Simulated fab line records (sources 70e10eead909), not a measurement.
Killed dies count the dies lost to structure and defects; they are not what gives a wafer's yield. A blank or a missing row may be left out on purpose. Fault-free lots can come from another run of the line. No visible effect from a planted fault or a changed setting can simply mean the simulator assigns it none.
Chamber matching -- flow nandHarc -- NHARC_A_STAIRCASE_DESCUM_291 on rieDiel-12 has 4 sister chambers
The step chemistry O2, time 3 s. 4 wafers are shown with their chamber, then 7 later ones without.

WAFERS WITH THEIR CHAMBER
wafer,chamber,showerheadPlenumPTorr (Torr)
L079.3,3,2.02
L087.3,2,1.82
L089.1,1,1.88
L089.3,0,2.07

WAFERS MISSING THEIR CHAMBER
wafer,showerheadPlenumPTorr (Torr)
L089.4,2.01
L094.2,2.01
L094.5,2.01
L094.6,1.81
L097.1,1.81
L097.2,2.01
L097.6,2.01

THE CHAMBER EACH PASSED THROUGH
wafer,from the rows above,in truth
L089.4,3,3
L094.2,3,3
L094.5,3,3
L094.6,2,2
L097.1,2,2
L097.2,3,3
L097.6,3,3
Placed correctly: 7 of 7. Not placeable from these rows: 0. Number placed wrongly: 0.
How it was worked out, from the rows above alone: a wafer's distance from a chamber is the root of the sum, over the readings, of the square of ((its reading less the chamber's mean) divided by the reading's scatter). If the next closest chamber is less than 2 further off than the closest, the wafer can't be placed; otherwise it belongs to the closest. Each chamber's mean is taken over the wafers shown for it. The scatter: root of mean squared gap, hidden wafer to nearest shown wafer, with one shown wafer a chamber.
